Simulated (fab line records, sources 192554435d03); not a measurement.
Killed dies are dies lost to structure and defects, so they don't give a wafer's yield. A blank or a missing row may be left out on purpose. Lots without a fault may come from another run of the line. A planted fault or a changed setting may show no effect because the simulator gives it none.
Split-lot experiment | flow n5_finfet | 7 lots, 21 wafers read, on a route of 1938 steps

THE SPLIT
At N5_MOL_CONTACT_COAG_ETCH_105 (etches SiARC in CF4, target depth 15.6 nm, time 26 s), the setting bias_w was moved away from the recipe's 36 W on 6 of the 21 wafers read, by -16.0% to +11.7%. The other wafers ran this setting at the recipe's value.

The reading is taken at the split's own step.

THE READING
rf_vpp_V, in V, at N5_MOL_CONTACT_COAG_ETCH_105 (etches SiARC in CF4, target depth 15.6 nm, time 26 s). Fault-free wafers of this fab line usually give 184.2 V, standard deviation 1.1 V.

wafer  | tool, chamber at the split | bias_w as run, W | against the recipe | rf_vpp_V, V | against lot-mates on the recipe
L075.1 | rie_diel-02, 0             | 36               | recipe             | 183.6       | -
L075.3 | rie_diel-02, 3             | 38.88            | +8.0%              | 196.5       | +12.9
L075.6 | rie_diel-02, 0             | 38.88            | +8.0%              | 192.6       | +9.0
L081.2 | rie_diel-06, 1             | 40.2             | +11.7%             | 198.3       | +14.1
L081.5 | rie_diel-06, 2             | 36               | recipe             | 183.6       | -
L081.6 | rie_diel-06, 1             | 36               | recipe             | 184.9       | -
L083.1 | rie_diel-02, 1             | 36               | recipe             | 183.3       | -
L083.3 | rie_diel-02, 2             | 37.72            | +4.8%              | 188.7       | +5.4
L083.4 | rie_diel-02, 0             | 37.72            | +4.8%              | 189.2       | +5.9
L086.2 | rie_diel-04, 2             | 36               | recipe             | 185.0       | -
L086.4 | rie_diel-04, 0             | 36               | recipe             | 184.1       | -
L086.6 | rie_diel-04, 3             | 36               | recipe             | 184.3       | -
L088.1 | rie_diel-04, 2             | 36               | recipe             | 184.2       | -
L088.3 | rie_diel-04, 0             | 36               | recipe             | 185.4       | -
L088.6 | rie_diel-04, 2             | 36               | recipe             | 184.8       | -
L093.1 | rie_diel-02, 1             | 36               | recipe             | 183.8       | -
L093.2 | rie_diel-02, 0             | 30.25            | -16.0%             | 163.6       | -20.5
L093.4 | rie_diel-02, 3             | 36               | recipe             | 184.4       | -
L095.2 | rie_diel-04, 1             | 36               | recipe             | 182.8       | -
L095.4 | rie_diel-04, 3             | 36               | recipe             | 183.9       | -
L095.6 | rie_diel-04, 0             | 36               | recipe             | 184.7       | -

THE FIT
A straight line over all 21 wafers: rf_vpp_V changes by +1.25 V for each +1% of bias_w; r = +0.99; the points scatter about the line by 0.98 V.
The same after taking each lot's own level away (the mean of its wafers on the recipe; 21 wafers): +1.28 V for each +1%; r = +0.99; scatter 0.86 V.
On that fit, the largest move of bias_w shifts the reading by 20 V.
The lots' own levels span 183.30 to 184.80 V, that is 1.4 times the standard deviation above.
So the lot-to-lot level changes the slope little: the two slopes agree.
Check: with one of the wafers moved furthest among these (-16.0%) left out of the fit, the line predicts -20.3 V for it against its lot-mates. It came out at -20.5 V against them.
Tool readings at the split's step, against how far the setting was moved: rf_vpp_V r = +0.99.

OTHER SPLITS ON THESE WAFERS
These wafers also went through other splits before the reading. Each is held against what the fit with the lots' levels taken away leaves over:
other split on the same wafers | wafers away from the commonest value | r with rf_vpp_V (lot level and that fit taken away)
N5_GATE_CUT_DESCUM_18 time_s   | 12                                   | +0.23

THE FILE'S OWN FIT
rf_vpp_V changes by +1.27 V for each +1% of bias_w, r = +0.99.
